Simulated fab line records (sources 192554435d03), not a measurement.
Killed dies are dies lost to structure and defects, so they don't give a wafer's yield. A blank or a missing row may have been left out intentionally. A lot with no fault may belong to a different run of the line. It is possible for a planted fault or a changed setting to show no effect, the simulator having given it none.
A struck lot beside a sound one ; flow n5-finfet ; 15 steps out of a route of 1938
Sound: wafers L975.1, L975.3, L975.4. Wafers L984.3, L984.4, L984.6 were the ones struck. The cause comes at the end.
Each step with rows lists, per side, the tool, then ch with its chambers, then its first start. Under that, the readings that differ: sound wafers ; struck wafers ; difference of the means ; sigmas: that difference in standard deviations of wafers without a fault.
alike: readings whose means differ by less than 2 such deviations, and words and numbers that are the same on both sides. not compared: withheld readings, readings that some wafer has no value for, bounds like >300 that may hide the same value, and numbers for which the record gives no deviation and whose values overlap.
The two part at a step that has a row with sigmas, a row that says differs or no value, or rows on one side only. Non-overlapping numbers with no deviation appear without sigmas and do not part them. Lack of a reading on every wafer of one side parts them only where that side has two or more wafers.

first, 2 steps without rows for these wafers: N5_BEOL_M2_SPUTTER_92 (material Cu, target thk 4.5 nm, time 8.29 s); N5_BEOL_M2_ANNEAL_93 (time 240 s).
N5_BEOL_M2_SPUTTER_94: material Cu, target thk 4.5 nm, time 8.29 s.
  sound: pvd-sputter-03 at day 7 12:47; struck: pvd-sputter-03 at day 9 21:59
  alike: throttle-valve-pct
N5_BEOL_M2_ANNEAL_95: time 240 s.
  sound: pvd-sputter-03 at day 7 12:52; struck: pvd-sputter-03 at day 9 22:04
  alike: heater-power-w
N5_BEOL_M2_SPUTTER_96: material Cu, target thk 4.5 nm, time 8.29 s.
  sound: pvd-sputter-03 at day 7 13:00; struck: pvd-sputter-03 at day 9 22:13
  alike: throttle-valve-pct
then, 3 steps without rows for these wafers: N5_BEOL_M2_ECD_50 (material Cu, target thk 300 nm); N5_BEOL_M2_ANNEAL_51 (time 90 s); N5_BEOL_M2_CMP_52 (polishes, stops on SiOC, t overpolish 6.8 s, target thk 40 nm).
N5_BEOL_M2_THK_MEAS_53: measures by xrf.
  sound: film-metro-01 at day 7 13:47; struck: film-metro-01 at day 9 23:00
  alike: M2_THK
N5_BEOL_M2_PRE_CLEAN_60: time 15 s.
  sound on cvd-co-02 ch 1,2, day 7 13:50; struck on cvd-co-02 ch 0,2, day 9 23:02
  alike: heater-power-outer-w, heater-power-w, rf-fwd-power-W
N5_BEOL_M2_CO_CAP_55: material Co, precursor CCTBA/H2, target thk 2 nm, time 102.1 s.
  sound on cvd-co-02 ch 1,2, day 7 13:52; struck on cvd-co-02 ch 0,2, day 9 23:05
  alike: heater-power-outer-w, heater-power-w
then, 1 step without rows for these wafers: N5_BEOL_M2_PRE_CLEAN_56 (time 15 s).
N5_BEOL_M2_DEP_57: deposits SiCN from 3MS/NH3, target thk 8 nm, time 14 s.
  sound on pecvd-02 ch 0,1,2, day 7 13:59; struck on pecvd-02 ch 0,1, day 9 23:13
  no value came back on the struck wafers for chamber-pressure-Torr (Torr), rf-fwd-power-W (W), showerhead-plenum-p-Torr (Torr), throttle-valve-pct (%); on the sound wafers chamber-pressure-Torr (Torr) reads 3.015 3.001 2.996
N5_BEOL_M4_RC_MEAS_101:
  the record has rows for the sound wafers here (prober-02 ch 0, day 8 11:24) and none for the struck ones
-- the record jumps here: 5 days lie between the struck wafers' starts before and after (it left off in module BEOL_M4 and takes up again in module PASSIVATION, whose first step shown is number 1936 of the route) --
N5_PASSIVATION_PROBE_49:
  sound: prober-02 at day 12 16:27; struck: prober-02 at day 15 03:07
reading;sound;struck;difference;sigmas
defect-limited-yield (%);93.7 91.7 92.8;0 0 0;-93;-58
killed_at_M0_to_M3;22 21 21;1111 1116 1114;+1092;+99 or more
killed-dies;74 98 85;1180 1180 1180;+1094;+58
killed-on-rim;8 14 5;152 152 152;+143;+34
sort_bin_5_function (%);4.2 3.8 3.7;97.0 95.8 95.8;+92.3;+84
sort-n-pass;1106 1082 1095;0 0 0;-1094;-61
sort-yield-pct (%);93.7 91.7 92.8;0 0 0;-93;-58
  alike: killed_at_M4_up, killed-at-contacts, killed-at-front-end, killed-at-other, killed-open, killed-short, sort_bin_6_memory, sort_bin_8_speed

WHERE THEY PART
Earliest at N5_BEOL_M2_DEP_57; latest, in this record, at N5_PASSIVATION_PROBE_49.

WHY: the cause the simulator had injected
Beginning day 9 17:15, the whole step at N5_BEOL_M2_DEP_57 was skipped on pecvd-02. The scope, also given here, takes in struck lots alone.
